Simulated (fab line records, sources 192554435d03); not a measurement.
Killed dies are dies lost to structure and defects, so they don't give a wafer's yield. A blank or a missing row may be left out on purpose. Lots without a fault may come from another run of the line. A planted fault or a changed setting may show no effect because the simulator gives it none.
Chamber matching | flow n5_finfet | N5_FIN_CUT_STRIP_24 on rie_diel-03: 4 sister chambers
The step strips in CF4. 8 wafers are shown with their chamber, then 10 later ones without.

WAFERS WITH THEIR CHAMBER
wafer  | chamber | drypump_motor_current_A (A) | throttle_valve_pct (%)
L080.5 | 3       | 6.6                         | 13.65
L084.2 | 1       | 6.1                         | 13.96
L087.1 | 3       | 6.6                         | 13.70
L088.1 | 0       | 4.9                         | 13.29
L088.4 | 2       | 5.8                         | 13.41
L088.6 | 1       | 6.0                         | 13.98
L089.1 | 2       | 5.8                         | 13.44
L089.2 | 0       | 4.9                         | 13.31

WAFERS WITHOUT THEIR CHAMBER
wafer  | drypump_motor_current_A (A) | throttle_valve_pct (%)
L089.3 | 6.0                         | 13.99
L089.4 | 6.1                         | 13.99
L089.5 | 5.8                         | 13.41
L089.6 | 4.9                         | 13.29
L094.1 | 5.7                         | 13.45
L094.2 | 4.9                         | 13.32
L094.3 | 6.6                         | 13.17
L094.4 | 4.9                         | 13.33
L094.5 | 5.8                         | 13.45
L094.6 | 6.7                         | 13.16

WHICH CHAMBER EACH WENT THROUGH
wafer  | from the rows above | in truth
L089.3 | 1                   | 1
L089.4 | 1                   | 1
L089.5 | 2                   | 2
L089.6 | 0                   | 0
L094.1 | 2                   | 2
L094.2 | 0                   | 0
L094.3 | 3                   | 3
L094.4 | 0                   | 0
L094.5 | 2                   | 2
L094.6 | 3                   | 3
Placed correctly: 10 of 10. Can't be placed from these rows: 0. Placed wrongly: 0.
How it was worked out, from the rows above alone: a wafer's distance from a chamber is the root of the sum, over the readings, of the square of ((its reading less the chamber's mean) divided by the reading's scatter). The wafer belongs to the nearest chamber; if the next one is less than 2 further off, it can't be placed. A chamber's mean is the mean of its shown wafers. The scatter: the root of (the sum of the squares of (reading less its chamber's mean) over the shown wafers, divided by (wafers less chambers)).
